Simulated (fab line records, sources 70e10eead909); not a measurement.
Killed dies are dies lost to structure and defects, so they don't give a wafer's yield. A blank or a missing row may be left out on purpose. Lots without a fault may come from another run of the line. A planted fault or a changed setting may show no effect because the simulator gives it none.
Which tool did it? | flow nand_harc | 12 lots, 36 wafers sampled, at 1 step of a route of 1159

WHAT THE GAUGES READ, wafer by wafer
NHARC_P_STI_CD_MEAS_16.
lot  | measured    | on        | cd_nm (nm)
L075 | day 2 19:02 | cd_sem-03 | 208 205 204
L076 | day 3 03:18 | cd_sem-03 | 199 200 195
L079 | day 3 19:50 | cd_sem-02 | 205 203 206
L080 | day 4 04:05 | cd_sem-02 | 199 202 199
L083 | day 4 21:06 | cd_sem-01 | 202 207 212
L085 | day 5 05:34 | cd_sem-03 | 210 200 212
L087 | day 5 19:51 | cd_sem-01 | 199 201 197
L089 | day 6 02:27 | cd_sem-02 | 207 208 201
L091 | day 6 19:04 | cd_sem-02 | 205 198 200
L094 | day 7 08:13 | cd_sem-01 | 198 201 200
L095 | day 7 19:43 | cd_sem-02 | 203 198 197
L097 | day 8 05:40 | cd_sem-02 | 204 205 202

WHICH TOOL RAN EACH LOT (tool, then ch and the chambers of the sampled wafers, then the start)
The record holds no process step before these readings.

THE ANSWER, worked out from the rows above alone
Rule: what is usual is taken from the lots themselves. Put in order of their means at a reading, lots are off if they are a third of the lots or fewer, leave a main group of 4 or more, and stand apart from it by a gap of 3 or more times the standard deviation of the main group's means; of several such gaps the widest counts. A main group whose means are all the same, to the digits that the tables above print for the reading, isn't used. A lot without any number at a reading at which 4 lots or more have one is off too. The other lots that the step has rows for count as sound.
No lot is off at any reading shown: from this, nothing can be told.

WHAT THE SIMULATOR HAD PUT IN
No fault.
